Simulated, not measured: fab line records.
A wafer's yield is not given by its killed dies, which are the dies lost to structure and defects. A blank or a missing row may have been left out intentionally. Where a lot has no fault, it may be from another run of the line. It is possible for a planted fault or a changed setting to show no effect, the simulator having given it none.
Chamber matching	flow n5Finfet	4 sister chambers for N5_BEOL_M2_ALD_98 on aldSin-01
The step deposits SiO2, target thk 2.5 nm, pulse time 1 s, co reactant pulse time 1 s. 16 wafers are shown with their chamber, then 8 later ones without.

WAFERS, EACH WITH ITS CHAMBER
wafer	chamber	heaterPowerW (W)	precursorPulseHeightRel
L077.3	3	85	0.978
L077.4	1	89	1.018
L077.6	2	79	1.014
L078.1	0	70	0.994
L078.5	2	80	1.005
L078.6	3	85	1.022
L082.1	3	82	0.994
L082.3	1	80	0.982
L082.5	0	66	1.036
L085.1	2	71	1.004
L085.4	3	83	1.023
L085.5	2	73	0.979
L088.2	2	71	0.975
L088.4	3	81	0.981
L088.6	3	81	0.974
L087.1	0	66	1.008

SIGNATURES (averages over the wafers above)
reading	chamber 0	chamber 1	chamber 2	chamber 3	scatter within a chamber
heaterPowerW	67.33	84.50	74.80	82.83	3.47
precursorPulseHeightRel	1.01267	1.00000	0.99540	0.99533	0.0208
Rule: a wafer's distance from a chamber is the root of the sum, over the readings, of the square of ((its reading less the chamber's mean) divided by the reading's scatter). The wafer belongs to the nearest chamber; if the next one is less than 2 further off, it can't be placed. How the scatter is found: for the shown wafers, subtract from each reading the mean of its chamber, square and add these, divide the total by (wafers less chambers), then take the root.

WAFERS MISSING THEIR CHAMBER
wafer	heaterPowerW (W)	precursorPulseHeightRel
L087.4	72	0.971
L087.5	72	1.008
L089.2	79	1.011
L089.4	66	1.017
L089.6	82	1.002
L093.2	79	1.024
L093.4	82	1.009
L093.5	81	1.020

WHICH CHAMBER EACH WENT THROUGH
wafer	from the rows above	in truth
L087.4	can't be placed: 2 or 0 or 3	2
L087.5	can't be placed: 2 or 0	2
L089.2	can't be placed: 3 or 2 or 1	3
L089.4	0	0
L089.6	can't be placed: 3 or 1 or 2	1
L093.2	can't be placed: 3 or 2 or 1 or 0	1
L093.4	can't be placed: 3 or 1 or 2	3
L093.5	can't be placed: 3 or 1 or 2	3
1 of 8 placed correctly. Not placeable from these rows: 7 (in 7, the candidates include the true chamber). Number placed wrongly: 0.
